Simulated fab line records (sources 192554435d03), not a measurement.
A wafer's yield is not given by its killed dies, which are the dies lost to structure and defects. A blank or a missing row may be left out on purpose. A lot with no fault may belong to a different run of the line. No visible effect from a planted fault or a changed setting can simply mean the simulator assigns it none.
fab line records	flow n5Finfet
record: lots: 9	wafers: 27	lastDay: 17
route steps=1938 shown GATE_CUT@498 BEOL_M4@1111 PASSIVATION@1936
lots that met no fault: from a run of the same line without faults
startH: start of the lot's first displayed wafer, in hours after the record's first day	waitH: hours elapsed since this lot's preceding step	" repeats the value in the row above	L1.1+2: a single row standing in for several wafers	- either no value or no given start	* or withheld: withheld	< > ~ a bound
route shown NAME@n: names a module that has steps shown in the file, with the first one's number in the route	usual: mean/standard deviation of fault-free wafers	same: alike in all rows	chamber/n: place in a boat	sites: readings site by site	_std_site: standard deviation across them	_edge_site: mean of outer sites minus mean of inner sites	radiusMm: for every site, how far away it sits from the centre of the wafer	mask NAME#n: copy n	behind: the last tool/chamber to shape the wafer	hold: the reason the lot was held/the length of the hold in hours/how it ended	device: which transistor (n, p or np) failed to switch	end of line: the same wafers' tests at the end of the route	step lacking rows: just its recipe	killed: count of dies lost to structure and defects at first sort (not the wafer's yield)	map: a wafer's dies, x killed, . not, _ none there
set.NAME: setting as actually run; set.NAME@STEP: the setting as run at that earlier step	model.NAME: the simulator's own value behind a step, which no gauge read
one table for each step of the route and one row for each wafer, over a sample of lots
services: from which hour (startH, from the record's first day; less than 0 if before it) a tool's chamber was out of use, for how many hours, and why
== steps ==
step: N5_GATE_CUT_STRIP_42
recipe: chemistry: O2	powerW: 400	tempC: 40	pressureMtorr: 30	rfFrequencyHz: 6e+07	biasPowerW: 0	overashFraction: 0.3	o2FlowSccm: 225
usual: drypumpMotorCurrentA: 5.88/0.29	oesProductAu: 0.79/0.088	rfVppV: 3.6/0.52	showerheadPlenumPTorr: 2.09/0.056	throttleValvePct: 16.65/0.24
lot.wafer	tool	chamber	startH	waitH	drypumpMotorCurrentA	oesProductAu	rfHoursCounterH	rfVppV	showerheadPlenumPTorr	throttleValvePct
L769.2	rieDiel-01	3	84.17	0.0	5.88	0.77	146	3.1	2.03	16.80
L769.4	"	3	"	"	5.91	0.77	-	3.4	2.03	16.80
L769.6	"	1	"	"	6.23	0.80	-	5.0	2.09	16.34
L770.2	rieDiel-05	0	87.81	0.0	5.55	0.76	170	4.3	2.07	16.73
L770.5	"	1	"	"	5.52	0.80	-	3.5	2.04	16.89
L770.6	"	2	"	"	5.74	0.93	-	4.0	2.08	16.48
L781.2	rieDiel-01	3	158.61	0.0	5.88	0.75	166	3.2	2.02	16.85
L781.3	"	1	"	"	6.22	0.79	121	2.7	2.08	16.36
L781.6	"	2	"	"	5.60	0.92	-	3.2	2.12	16.29
L782.2	rieDiel-05	0	164.10	0.0	5.54	0.75	190	2.9	2.07	16.77
L782.4	"	1	"	"	5.50	0.79	138	3.9	2.03	16.95
L782.6	"	3	"	"	6.09	0.75	-	2.6	2.15	16.64
L785.2	rieDiel-05	2	181.52	0.0	5.71	0.87	41	2.7	2.07	16.53
L785.4	"	3	"	"	6.09	0.74	180	3.7	2.15	16.63
L785.6	"	0	"	"	5.55	0.75	-	3.9	2.07	16.76
L788.4	rieDiel-02	0	197.97	0.0	5.60	0.72	190	4.0	2.17	16.75
L788.5	"	2	"	"	6.12	1.01	-	4.1	2.26	16.51
L788.6	"	3	"	"	6.06	0.98	-	3.3	2.13	16.71
L789.1	rieDiel-01	1	203.91	0.0	6.21	0.77	135	2.9	2.08	16.39
L789.4	"	2	"	"	5.54	0.88	36	3.8	2.11	16.29
L789.6	"	3	"	"	5.87	0.74	-	4.2	2.01	16.87
L791.2	rieDiel-05	3	216.78	0.0	6.09	0.73	192	4.4	2.14	16.67
L791.4	"	1	"	"	5.51	0.77	152	3.0	2.03	16.94
L791.5	"	0	"	"	5.56	0.75	-	2.9	2.06	16.80
L792.2	rieDiel-02	0	222.10	0.0	5.55	0.72	198	2.4	2.16	16.79
L792.5	"	0	"	"	5.61	0.71	-	3.2	2.16	16.77
L792.6	"	3	"	"	6.06	0.94	-	3.4	2.13	16.73
step: N5_GATE_CUT_CUT_ETCH_54
recipe: chemistry: Cl2/BCl3	target: TiN	maskMaterial: SiO2	targetDepthA: 967	pressureMtorr: 10	icpW: 1000	biasW: 126	Cl2_flow_sccm: 53.25	bcl3FlowSccm: 21.75	Ar_flow_sccm: 25	ends: cleared
usual: drypumpMotorCurrentA: 5.6/0.46	etchRfOnTimeS: 36.8/0.76	heBacksideLeakSccm: 3.43/0.27	oesProductAu: 0.67/0.11	rfFwdPowerW: 981/5.3	throttleValvePct: 22.39/0.27
lot.wafer	tool	chamber	startH	waitH	drypumpMotorCurrentA	etchRfOnTimeS	heBacksideLeakSccm	oesProductAu	rfFwdPowerW	rfHoursCounterH	throttleValvePct
L769.2	rieMetal-01	0	84.46	0.1	4.8	36.3	3.20	0.88	990	-	22.73
L769.4	"	0	"	"	4.9	36.5	3.04	0.87	986	-	22.73
L769.6	"	0	"	"	4.9	36.7	3.07	0.87	989	-	22.73
L770.2	rieMetal-03	1	88.01	0.0	5.3	36.9	3.29	0.79	971	10	21.82
L770.5	"	1	"	"	5.3	36.4	3.13	0.79	978	-	21.82
L770.6	"	0	"	"	6.3	35.2	3.40	0.75	980	-	22.50
L781.2	rieMetal-01	0	158.82	0.0	4.9	36.1	3.02	0.83	987	10	22.75
L781.3	"	0	"	"	4.8	36.0	3.06	0.83	985	-	22.73
L781.6	"	1	"	"	5.8	31.2	3.56	0.63	1218	-	22.07
L782.2	rieMetal-01	0	164.30	0.0	4.9	36.0	3.04	0.83	986	10	22.75
L782.4	"	0	"	"	4.9	35.9	3.04	0.82	986	-	22.74
L782.6	"	1	"	"	5.8	30.7	3.58	0.64	1219	-	22.08
L785.2	rieMetal-03	1	181.72	0.0	5.3	36.9	3.11	0.76	977	18	21.83
L785.4	"	1	"	"	5.3	37.0	2.92	0.75	976	-	21.84
L785.6	"	0	"	"	6.3	35.5	3.38	0.73	980	-	22.52
L788.4	rieMetal-03	1	198.20	0.0	5.3	36.7	3.03	0.76	972	-	21.85
L788.5	"	0	"	"	6.3	35.3	3.39	0.73	979	-	22.51
L788.6	"	1	"	"	5.3	36.5	3.02	0.76	975	-	21.84
L789.1	rieMetal-02	1	204.12	0.0	5.7	37.4	3.84	0.57	986	117	22.38
L789.4	"	0	"	"	5.9	37.6	3.55	0.57	977	-	22.55
L789.6	"	0	"	"	5.9	37.0	3.68	0.58	979	-	22.53
L791.2	rieMetal-02	0	216.99	0.0	5.9	37.4	3.73	0.56	980	110	22.55
L791.4	"	1	"	"	5.7	37.5	3.72	0.56	984	-	22.37
L791.5	"	0	"	"	5.9	37.6	3.59	0.56	980	-	22.56
L792.2	rieMetal-03	1	222.31	0.0	5.3	36.4	3.32	0.75	973	22	21.82
L792.5	"	1	"	"	5.3	36.5	3.22	0.74	976	-	21.85
L792.6	"	0	"	"	6.3	35.0	3.49	0.73	977	-	22.54
step: N5_GATE_CUT_CUT_ETCH_55
recipe: chemistry: BCl3	target: HfO2	maskMaterial: SiO2	targetDepthA: 32	ionEnergyEv: 30	pressureMtorr: 5	icpW: 450	biasW: 18	bcl3FlowSccm: 80
usual: drypumpMotorCurrentA: 5.6/0.46	heBacksideLeakSccm: 3.45/0.25	oesProductAu: 0.74/0.12	rfFwdPowerW: 441.2/2.4	throttleValvePct: 33.3/0.67
lot.wafer	tool	chamber	startH	waitH	drypumpMotorCurrentA	heBacksideLeakSccm	oesProductAu	rfFwdPowerW	rfHoursCounterH	throttleValvePct
L769.2	rieMetal-01	0	84.57	0.1	4.9	3.09	0.98	441.0	-	34.2
L769.4	"	0	"	"	4.9	2.99	0.97	444.3	-	34.2
L769.6	"	0	"	"	4.8	3.10	0.98	441.5	-	34.2
L770.2	rieMetal-03	1	88.07	0.0	5.3	3.22	0.88	436.7	10	32.7
L770.5	"	1	"	"	5.3	3.16	0.88	439.2	-	32.8
L770.6	"	0	"	"	6.3	3.47	0.83	441.5	-	33.6
L781.2	rieMetal-01	0	158.88	0.0	4.9	3.17	0.92	443.5	10	34.2
L781.3	"	0	"	"	4.9	3.22	0.93	444.7	-	34.2
L781.6	"	1	"	"	5.8	3.61	0.62	441.7	-	32.4
L782.2	rieMetal-01	0	164.36	0.0	4.8	3.16	0.92	442.4	10	34.2
L782.4	"	0	"	"	4.9	3.24	0.91	443.7	-	34.2
L782.6	"	1	"	"	5.8	3.65	0.62	441.1	-	32.4
L785.2	rieMetal-03	1	181.78	0.0	5.3	3.10	0.84	438.0	18	32.8
L785.4	"	1	"	"	5.3	3.14	0.84	440.7	-	32.8
L785.6	"	0	"	"	6.3	3.47	0.80	439.2	-	33.6
L788.4	rieMetal-03	1	198.25	0.0	5.3	2.93	0.84	439.8	-	32.8
L788.5	"	0	"	"	6.3	3.49	0.80	441.4	-	33.6
L788.6	"	1	"	"	5.3	2.93	0.82	439.4	-	32.8
L789.1	rieMetal-02	1	204.18	0.0	5.8	3.74	0.62	443.4	117	32.6
L789.4	"	0	"	"	6.0	3.64	0.64	437.8	-	33.7
L789.6	"	0	"	"	6.0	3.69	0.64	436.1	-	33.7
L791.2	rieMetal-02	0	217.05	0.0	6.0	3.80	0.64	439.2	110	33.7
L791.4	"	1	"	"	5.8	3.61	0.62	444.1	-	32.6
L791.5	"	0	"	"	5.9	3.61	0.63	441.8	-	33.7
L792.2	rieMetal-03	1	222.37	0.0	5.3	2.86	0.82	437.6	22	32.8
L792.5	"	1	"	"	5.3	3.19	0.81	436.7	-	32.8
L792.6	"	0	"	"	6.3	3.52	0.79	441.7	-	33.6
step: N5_GATE_CUT_VAPOR_ETCH_51
recipe: chemistry: BCl3/Cl2	target: HfO2	mode: isotropic
usual: drypumpMotorCurrentA: 5.6/0.46	heBacksideLeakSccm: 3.45/0.29	oesProductAu: 0.74/0.12
lot.wafer	tool	chamber	startH	waitH	drypumpMotorCurrentA	heBacksideLeakSccm	oesProductAu
L769.2	rieMetal-01	0	84.81	0.1	4.9	3.00	0.97
L769.4	"	0	"	"	4.9	3.06	0.98
L769.6	"	0	"	"	4.9	3.00	0.97
L770.2	rieMetal-03	1	88.19	0.0	5.3	3.19	0.87
L770.5	"	1	"	"	5.3	3.17	0.87
L770.6	"	0	"	"	6.3	4.62	0.82
L781.2	rieMetal-01	0	159.00	0.0	4.9	3.13	0.92
L781.3	"	0	"	"	4.9	2.95	0.92
L781.6	"	1	"	"	5.8	3.28	0.62
L782.2	rieMetal-01	0	164.48	0.0	4.9	3.24	0.90
L782.4	"	0	"	"	4.9	3.08	0.91
L782.6	"	1	"	"	5.7	3.51	0.63
L785.2	rieMetal-03	1	181.90	0.0	5.3	3.37	0.84
L785.4	"	1	"	"	5.3	3.15	0.84
L785.6	"	0	"	"	6.3	3.39	0.79
L788.4	rieMetal-03	1	198.37	0.0	5.3	3.00	0.83
L788.5	"	0	"	"	6.3	3.36	0.78
L788.6	"	1	"	"	5.3	3.15	0.84
L789.1	rieMetal-02	1	204.30	0.0	5.7	3.87	0.62
L789.4	"	0	"	"	5.9	3.78	0.65
L789.6	"	0	"	"	5.9	3.61	0.64
L791.2	rieMetal-02	0	217.17	0.0	5.9	3.71	0.64
L791.4	"	1	"	"	5.8	3.86	0.61
L791.5	"	0	"	"	5.9	3.62	0.64
L792.2	rieMetal-03	1	222.49	0.0	5.3	2.99	0.82
L792.5	"	1	"	"	5.3	3.04	0.82
L792.6	"	0	"	"	6.3	3.12	0.78
step: N5_BEOL_M4_RC_MEAS_101
usual: DIBL_N: 37.5/1.9	DIBL_P: 37.3/2.4	IOFF_N: 0.18/0.038	IOFF_P: 0.23/0.045	ION_N: 677/11	ION_P: 464/8.1	SS_N: 72.0/0.68	SS_P: 73.5/0.77	VT_N: 249/3.3	VT_P: -249/3.6
lot.wafer	tool	chamber	startH	waitH	DIBL_N[mV/V]	DIBL_P[mV/V]	IOFF_N[nA/um]	IOFF_P[nA/um]	ION_N[uA/um]	ION_P[uA/um]	SS_N[mV/dec]	SS_P[mV/dec]	VT_N[mV]	VT_P[mV]
L770.2	prober-01	0	163.33	0.2	38.4	37.3	0.22	0.24	688	468	72.3	74.0	242	-247
L770.5	"	0	"	"	36.5	36.1	0.17	0.21	667	460	71.8	73.1	248	-253
L770.6	"	0	"	"	39.9	39.5	0.24	0.27	679	461	72.8	74.7	245	-247
L769.2	prober-02	0	168.38	0.2	38.1	37.5	0.18	0.20	672	449	72.3	73.7	250	-251
L769.4	"	0	"	"	40.4	40.1	0.23	0.24	687	465	73.4	73.7	248	-249
L769.6	"	0	"	"	37.6	36.8	0.17	0.19	665	451	71.6	73.8	252	-254
L781.2	prober-02	0	243.34	0.2	41.0	43.1	0.25	0.32	676	464	73.2	75.0	247	-244
L781.3	"	0	"	"	37.7	37.0	0.18	0.21	684	460	72.2	73.8	250	-250
L781.6	"	0	"	"	39.6	40.5	0.24	0.28	684	470	73.1	74.4	241	-247
L782.2	prober-02	0	245.76	0.2	34.8	34.9	0.13	0.18	673	458	70.5	72.1	254	-250
L782.4	"	0	"	"	37.4	37.4	0.16	0.21	659	455	71.8	73.2	250	-253
L782.6	"	0	"	"	38.5	39.7	0.19	0.25	685	471	71.4	73.7	248	-248
L785.2	prober-01	0	273.70	0.2	38.6	38.3	0.18	0.26	678	468	72.4	74.2	246	-246
L785.4	"	0	"	"	42.1	41.9	0.27	0.32	703	473	73.1	75.1	244	-243
L785.6	"	0	"	"	40.1	38.9	0.22	0.26	697	474	73.2	74.1	247	-249
L788.4	prober-02	0	283.53	0.5	36.3	36.1	0.15	0.20	689	471	71.4	72.4	249	-251
L788.5	"	0	"	"	37.6	37.0	0.17	0.21	677	458	71.7	72.8	248	-250
L788.6	"	0	"	"	38.5	37.8	0.17	0.21	669	457	72.2	73.7	253	-252
L789.1	prober-02	0	293.19	0.0	38.6	39.3	0.18	0.24	681	464	71.8	74.7	247	-250
L789.4	"	0	"	"	39.7	40.5	0.23	0.26	683	463	72.4	74.5	244	-249
L789.6	"	0	"	"	40.7	41.6	0.23	0.27	692	470	72.7	74.2	245	-249
L791.2	prober-02	0	300.38	0.2	38.9	38.9	0.22	0.25	682	458	72.6	73.9	248	-249
L791.4	"	0	"	"	36.0	36.7	0.15	0.21	675	466	71.9	72.7	249	-248
L791.5	"	0	"	"	34.5	36.0	0.13	0.20	664	462	71.6	73.4	253	-250
L792.2	prober-02	0	307.99	0.2	41.6	42.9	0.28	0.37	705	480	72.5	75.0	243	-242
L792.5	"	0	"	"	37.2	36.3	0.17	0.24	670	462	71.4	73.9	249	-245
L792.6	"	0	"	"	38.0	37.6	0.17	0.23	670	462	72.1	73.2	251	-251
step: N5_PASSIVATION_PROBE_49
usual: defectLimitedYield: 91.2/1.5	killed_at_M0_to_M3: 31/10	killed_at_M4_up: 15/5.9	killedAtContacts: 13/6	killedAtFrontEnd: 41/11	killedAtOther: 4/3.1	killedDies: 104/18	killedOpen: 68/13	killedShort: 33/8.1	sort_bin_4_leakage: 0.00/0.03	sort_bin_5_function: 5.1/1.1	sort_bin_6_memory: 3.2/0.69	sort_bin_8_speed: 0.01/0.045	sortNPass: 1076/18	sortYieldPct: 91.2/1.5
same: grossDies: 1180	killedAtBackSide: 0
lot.wafer	tool	chamber	startH	waitH	defectLimitedYield[%]	killed_at_M0_to_M3	killed_at_M4_up	killedAtContacts	killedAtFrontEnd	killedAtOther	killedDies	killedOpen	killedShort	sort_bin_4_leakage[%]	sort_bin_5_function[%]	sort_bin_6_memory[%]	sort_bin_8_speed[%]	sortNPass	sortYieldPct[%]
L770.2	prober-02	-	275.52	0.9	93.1	21	12	13	30	5	81	56	25	0	3.6	3.1	0	1099	93.1
L770.5	prober-02	-	275.67	1.1	89.4	40	12	23	44	6	125	93	31	0	6.8	3.5	0	1055	89.4
L770.6	prober-02	-	275.72	1.1	89.3	42	25	18	41	0	126	90	33	0	6.5	3.9	0	1054	89.3
L781.2	prober-01	-	343.01	0.6	91.7	17	32	5	44	0	98	72	25	0	4.8	3.1	0	1082	91.7
L781.3	prober-01	-	343.06	0.7	93.1	22	18	7	33	2	82	55	26	0	4.1	2.8	0	1098	93.1
L781.6	prober-01	-	343.21	0.8	91.2	23	20	22	34	5	104	67	37	0.08	4.6	4.2	0	1075	91.1
L788.4	prober-01	-	381.30	0.2	90.1	33	13	12	51	8	117	74	38	0	6.1	3.1	0	1063	90.1
L788.5	prober-01	-	381.35	0.2	89.5	50	7	7	53	7	124	72	51	0	6.0	3.9	0	1056	89.5
L788.6	prober-01	-	381.40	0.3	90.8	25	7	6	62	8	108	65	43	0	5.0	3.6	0	1072	90.8
L789.1	prober-01	-	389.96	0.0	93.6	28	12	7	29	0	76	46	25	0	3.7	2.5	0	1104	93.6
L789.4	prober-01	-	390.11	0.2	90.8	33	15	6	54	0	108	70	34	0	5.0	3.8	0	1072	90.8
L789.6	prober-01	-	390.21	0.3	91.4	49	12	6	32	3	102	70	30	0	5.7	2.6	0	1078	91.4
killed by level:class
L770.2 MOL_CONTACT_COAG:geometricParticle:open=10 BEOL_M3:geometricParticle:open=10 BEOL_M0:geometricParticle:open=7 FIN_SAQP:geometricParticle:open=6 STARTING-WAFER:geometricParticle:open=4 STARTING-WAFER:geometricParticle:short=4 FIN_SAQP:geometricParticle:short=3 DUMMY_GATE:geometricParticle:short=3
L770.5 MOL_CONTACT_COAG:geometricParticle:open=19 BEOL_M3:geometricParticle:open=16 FIN_SAQP:geometricParticle:open=13 STI_FIN_REVEAL:geometricParticle:open=8 BEOL_M4:geometricParticle:open=7 FIN_SAQP:geometricParticle:short=5 MOL_CONTACT_COAG:geometricParticle:short=4 BEOL_M0:geometricParticle:open=4
L770.6 BEOL_M3:geometricParticle:open=19 FIN_SAQP:geometricParticle:open=14 MOL_CONTACT_COAG:geometricParticle:open=14 BEOL_M4:geometricParticle:open=11 FIN_SAQP:geometricParticle:short=10 BEOL_M0:geometricParticle:open=6 BEOL_M4:geometricParticle:short=5 STI_FIN_REVEAL:geometricParticle:open=5
L781.2 STI_FIN_REVEAL:geometricParticle:open=15 BEOL_M4:geometricParticle:open=15 STARTING-WAFER:geometricParticle:open=7 BEOL_M5:geometricParticle:open=6 FIN_SAQP:geometricParticle:short=5 DUMMY_GATE:geometricParticle:open=5 BEOL_M3:geometricParticle:open=4 BEOL_M0_SAQP:geometricParticle:short=4
L781.3 BEOL_M4:geometricParticle:open=11 FIN_SAQP:geometricParticle:open=7 STI_FIN_REVEAL:geometricParticle:open=7 FIN_SAQP:geometricParticle:short=6 MOL_CONTACT_COAG:geometricParticle:open=6 BEOL_M0_SAQP:geometricParticle:short=6 BEOL_M3:geometricParticle:open=4 BEOL_M2:geometricParticle:open=4
L781.6 MOL_CONTACT_COAG:geometricParticle:open=16 FIN_SAQP:geometricParticle:short=11 FIN_SAQP:geometricParticle:open=9 BEOL_M4:geometricParticle:open=9 STI_FIN_REVEAL:geometricParticle:open=8 BEOL_M0_SAQP:geometricParticle:short=7 MOL_CONTACT_COAG:geometricParticle:short=6 BEOL_M0:geometricParticle:open=4
L788.4 BEOL_M0_SAQP:geometricParticle:open=11 DUMMY_GATE:geometricParticle:open=10 MOL_CONTACT_COAG:geometricParticle:open=9 FIN_SAQP:geometricParticle:open=7 STI_FIN_REVEAL:geometricParticle:open=7 BEOL_M4:geometricParticle:open=6 BEOL_M0_SAQP:geometricParticle:short=5 BEOL_M2:geometricParticle:open=5
L788.5 FIN_SAQP:geometricParticle:short=14 BEOL_M0_SAQP:geometricParticle:short=11 BEOL_M0_SAQP:geometricParticle:open=11 FIN_SAQP:geometricParticle:open=9 BEOL_M2:geometricParticle:open=9 STI_FIN_REVEAL:geometricParticle:open=8 BEOL_M3:geometricParticle:open=7 MOL_CONTACT_COAG:geometricParticle:open=5
L788.6 FIN_SAQP:geometricParticle:short=15 FIN_SAQP:geometricParticle:open=11 BEOL_M2:geometricParticle:open=10 STI_FIN_REVEAL:geometricParticle:open=9 DUMMY_GATE:geometricParticle:open=7 PASS1_CAP:geometricParticle:open=5 MOL_CONTACT_COAG:geometricParticle:open=4 ILD0:geometricParticle:short=4
L789.1 BEOL_M1:geometricParticle:open=9 STI_FIN_REVEAL:geometricParticle:open=5 MOL_CONTACT_COAG:geometricParticle:open=5 BEOL_M0_SAQP:geometricParticle:open=5 GATE_CUT:geometricParticle:short=4 BEOL_M0_SAQP:geometricParticle:short=4 STARTING-WAFER:geometricParticle:short=4 SPACER0:geometricParticle:open=3
L789.4 FIN_SAQP:geometricParticle:open=16 GATE_CUT:geometricParticle:short=11 GATE_CUT:geometricParticle:open=7 MOL_CONTACT_COAG:geometricParticle:open=6 BEOL_M0_SAQP:geometricParticle:open=5 BEOL_M1:geometricParticle:open=5 BEOL_M2:geometricParticle:open=5 BEOL_M3:geometricParticle:open=5
L789.6 BEOL_M0_SAQP:geometricParticle:open=17 BEOL_M0_SAQP:geometricParticle:short=8 GATE_CUT:geometricParticle:open=7 FIN_SAQP:geometricParticle:open=6 GATE_CUT:geometricParticle:short=5 MOL_CONTACT_COAG:geometricParticle:open=5 BEOL_M0:geometricParticle:open=4 BEOL_M1:geometricParticle:open=4
== services ==
tool	chamber	startH	hours	kind
rieDiel-05	-	61.62	1.0	repair
rieMetal-01	1	66.46	47.8	repair
rieDiel-02	-	73.65	0.8	repair
rieDiel-01	2	74.48	-	clean
rieDiel-01	2	74.48	-	consumableReplace:focusRing
rieDiel-01	2	74.48	12.1	scheduledDown
rieDiel-01	2	74.48	12.1	ventCycle
rieMetal-01	0	77.86	4.7	repair
rieMetal-02	0	119.98	2.2	repair
rieDiel-05	-	126.82	0.3	repair
rieDiel-01	0	143.24	-	clean
rieDiel-01	0	143.24	-	consumableReplace:focusRing
rieDiel-01	0	143.24	20.1	scheduledDown
rieDiel-01	0	143.24	20.1	ventCycle
rieDiel-02	3	154.69	-	clean
rieDiel-02	3	154.69	-	consumableReplace:focusRing
rieDiel-02	3	154.69	18.8	scheduledDown
rieDiel-02	3	154.69	18.8	ventCycle
rieDiel-02	1	166.73	11.3	repair
rieDiel-01	-	169.77	0.6	repair
rieDiel-02	1	179.29	2.0	repair
rieDiel-02	0	186.27	8.8	repair
rieDiel-05	1	197.71	7.7	repair
rieMetal-01	-	214.14	1.4	pm
== key ==
firstSign: step: N5_GATE_CUT_CUT_ETCH_54	reading: rfFwdPowerW	direction: up	sigmas: 45	usual: *	struck: *
effect: step: N5_GATE_CUT_CUT_ETCH_54	reading: etchRfOnTimeS	direction: down	sigmas: 7.7	usual: *	struck: *
metAt N5_GATE_CUT_CUT_ETCH_54
struckLots L781,L782
struckWafers L781.6,L782.6
notActingAt N5_GATE_CUT_STRIP_42,N5_GATE_CUT_CUT_ETCH_55,N5_GATE_CUT_VAPOR_ETCH_51
fault: kind: processParameterDrift	tool: rieMetal-01	chamber: 1	onsetH: 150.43	steps: N5_GATE_CUT_CUT_ETCH_54	channel: icpW	offset: 240	shape: step	endH: 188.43	actsIn: theseRecipesOnly	stated: 1000
